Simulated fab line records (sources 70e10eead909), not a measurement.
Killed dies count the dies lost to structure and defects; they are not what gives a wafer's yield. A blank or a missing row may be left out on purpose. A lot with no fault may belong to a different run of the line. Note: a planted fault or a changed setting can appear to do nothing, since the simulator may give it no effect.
Comparing a struck lot with a sound one || flow nand_harc || 33 steps out of a route of 1302
Sound: wafers L730.1, L730.2, L730.3. The struck wafers were L733.2, L733.3, L733.5. At the end, the cause is stated.
At each step with rows: each side's tool, then ch and its chambers, then its first start. Under that, the readings that differ: sound wafers || struck wafers || difference of the means || sigmas: that difference in standard deviations of wafers without a fault.
alike: words and numbers the same on both sides, and readings whose means are apart by under 2 such deviations; not compared: readings that were withheld, readings missing a value for some wafer, numbers with overlapping values and no deviation given by the record, and bounds like >300 which may hide the same value.
The two part at a step that has a row with sigmas, a row that says differs or no value, or rows on one side only. When numbers do not overlap yet have no deviation, they are printed without sigmas and do not part them. A reading that every wafer of one side lacks parts them only if that side has two wafers or more.

first, 5 steps without rows for these wafers: NHARC_A_STAIRCASE_DESCUM_291 (chemistry O2, time 3 s); NHARC_A_STAIRCASE_ETCH_292 (etches the open film in CF4/CHF3); NHARC_A_STAIRCASE_HM_OPEN_460 (chemistry O2/COS); NHARC_A_STAIRCASE_STRIP_461 (strips in O2/COS); NHARC_A_STAIRCASE_ETCH_452 (etches the open film in CF4/O2, target depth 30 nm, overetch 3 nm, time 16.5 s).
NHARC_A_STAIRCASE_ETCH_294: etches the open film in C4F8/O2/Ar, target depth 4989 nm, time 1211.6 s.
  sound: rie_diel-11 ch 0,1,2; struck: rie_diel-05 ch 0,1,3
  alike: bias_w, oes_product_au, rf_vpp_V
  not compared: rf_hours_counter_h
NHARC_A_STAIRCASE_STRIP_295: strips in O2.
  sound: rie_diel-11 ch 0,1,2; struck: rie_diel-05 ch 2,3
  alike: drypump_motor_current_A, mfc_ar_sccm, oes_product_au, rf_vpp_V, showerhead_plenum_p_Torr, throttle_valve_pct
  not compared: rf_hours_counter_h
then, 4 steps without rows for these wafers: NHARC_A_STAIRCASE_STRIP_296 (strips in SPM, time 900 s); NHARC_A_STAIRCASE_PRECLEAN_297 (cleans in SC1); NHARC_A_STAIRCASE_SRD_298; NHARC_A_STAIRCASE_HM_DEP_462 (deposits aC, target thk 800 nm).
NHARC_A_STAIRCASE_DEP_301: deposits SiON, target thk 30 nm.
  sound on pecvd-02 ch 0,1,2, day 20 06:32; struck on pecvd-02 ch 0,1, day 20 15:47
{"reading": "rf_fwd_power_W (W)", "sound": "347.8 349.0 349.1", "struck": "490.2 487.8 487.6", "difference": "+139.9", "sigmas": "+99 or more"}
{"reading": "showerhead_vpp_V (V)", "sound": "1053 1231 1143", "struck": "1234 1413 1435", "difference": "+218", "sigmas": "+5"}
  alike: heater_power_w
then, 14 steps without rows for these wafers: NHARC_A_STAIRCASE_DEHYDRATE_302 (time 120 s); NHARC_A_STAIRCASE_HMDS_303 (time 30 s); NHARC_A_STAIRCASE_COAT_304; NHARC_A_STAIRCASE_SOFTBAKE_305 (time 170 s); NHARC_A_STAIRCASE_EBR_306; NHARC_A_STAIRCASE_EXPOSE_307 (exposes mask CHOP 50); NHARC_A_STAIRCASE_PEB_308 (peb time 130 s); NHARC_A_STAIRCASE_DEVELOP_309 (time 140 s); NHARC_A_STAIRCASE_HARDBAKE_311 (time 140 s); NHARC_A_STAIRCASE_DESCUM_312 (chemistry O2, time 3 s); NHARC_A_STAIRCASE_ETCH_313 (etches the open film in CF4/CHF3); NHARC_A_STAIRCASE_HM_OPEN_463 (chemistry O2/COS); NHARC_A_STAIRCASE_STRIP_464 (strips in O2/COS); NHARC_A_STAIRCASE_ETCH_453 (etches the open film in CF4/O2, target depth 30 nm, overetch 3 nm, time 16.5 s).
NHARC_A_STAIRCASE_ETCH_315: etches the open film in C4F8/O2/Ar, target depth 2500 nm, time 607.1 s.
  sound: rie_diel-05 ch 0,1,3; struck: rie_diel-05 ch 1,2,3
  alike: bias_w, oes_product_au, rf_vpp_V
  not compared: rf_hours_counter_h
NHARC_A_STAIRCASE_STRIP_316: strips in O2.
  sound: rie_diel-05 ch 0,2,3; struck: rie_diel-05 ch 0,1,2
  alike: drypump_motor_current_A, mfc_ar_sccm, oes_product_au, rf_vpp_V, showerhead_plenum_p_Torr, throttle_valve_pct
  not compared: rf_hours_counter_h
then, 3 steps without rows for these wafers: NHARC_A_STAIRCASE_STRIP_317 (strips in SPM, time 900 s); NHARC_A_STAIRCASE_PRECLEAN_318 (cleans in SC1); NHARC_A_STAIRCASE_SRD_329.
NHARC_A_STAIRCASE_ALD_415: deposits SiO2, target thk 30 nm, pulse time 6 s, ald cycles 300.
  sound on ald_hk-03 ch 1,2,3, day 20 09:45; struck on ald_hk-03 ch 0,2, day 20 18:40
  alike: heater_power_w, precursor_pulse_height_rel
-- the record jumps here: 8 days lie between the struck wafers' starts before and after (it left off in module A_STAIRCASE and takes up again in module END, whose first step shown is number 1302 of the route) --
NHARC_END_SORT_01:
  at this point the record logs the struck wafers (prober-01 ch 0, day 28 08:03) and has no rows for the sound ones

## WHERE THEY PART
At NHARC_A_STAIRCASE_DEP_301 first; at NHARC_END_SORT_01 last (within this record only).

WHY: what the simulator had put in
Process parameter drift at NHARC_A_STAIRCASE_DEP_301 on pecvd-02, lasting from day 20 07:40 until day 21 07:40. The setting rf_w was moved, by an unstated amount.
